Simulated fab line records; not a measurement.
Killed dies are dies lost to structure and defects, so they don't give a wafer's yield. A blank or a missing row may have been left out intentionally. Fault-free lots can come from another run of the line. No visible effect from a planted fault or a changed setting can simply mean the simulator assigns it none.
Which tool did it? + flow n5_finfet + 11 lots, 33 wafers sampled, at 1 step of a route of 1938

## WHAT THE GAUGES SHOWED, per wafer
N5_MOL_CONTACT_COAG_OVL_MEAS_41.
| lot  | measured     | on         | VD_OVL (nm)   |
|------|--------------|------------|---------------|
| L075 | day 5 06:59  | overlay-01 | -0.2 0.5 0.5  |
| L077 | day 5 20:42  | overlay-02 | 0.2 1.1 0.4   |
| L079 | day 6 10:06  | overlay-01 | 0.1 -0.2 0.3  |
| L081 | day 6 23:07  | overlay-02 | 0.6 0.5 0.5   |
| L083 | day 7 12:05  | overlay-01 | -0.4 -0.1 0.6 |
| L085 | day 8 00:04  | overlay-01 | -0.4 -0.9 0.4 |
| L087 | day 8 12:04  | overlay-02 | 0.5 0.0 -0.3  |
| L089 | day 8 23:52  | overlay-02 | 0.9 1.4 1.1   |
| L093 | day 9 21:03  | overlay-02 | -0.6 -0.3 0.3 |
| L095 | day 10 14:10 | overlay-01 | -0.2 0.8 0.7  |
| L097 | day 11 03:50 | overlay-01 | 1.9 0.9 1.7   |

## WHAT TOOL EACH LOT RAN ON (gives the tool, then ch and the chambers of the sampled wafers, and finally the start)
The record holds no process step before these readings.

## THE ANSWER, worked out from the rows above alone
Rule: usual is defined by the lots themselves. Put in order of their means at a reading, lots are off if they are a third of the lots or fewer, leave a main group of 4 or more, and stand apart from it by a gap of 3 or more times the standard deviation of the main group's means; of several such gaps the widest counts. The tables above print the reading to a certain number of digits; a main group whose means all agree to those digits is not used. Also off: a lot with no number at a reading for which 4 or more lots have one. Where the step has rows for the other lots, those lots are counted as sound.
None of the lots is off at any reading shown; this tells nothing.

## WHAT WAS PUT IN BY THE SIMULATOR
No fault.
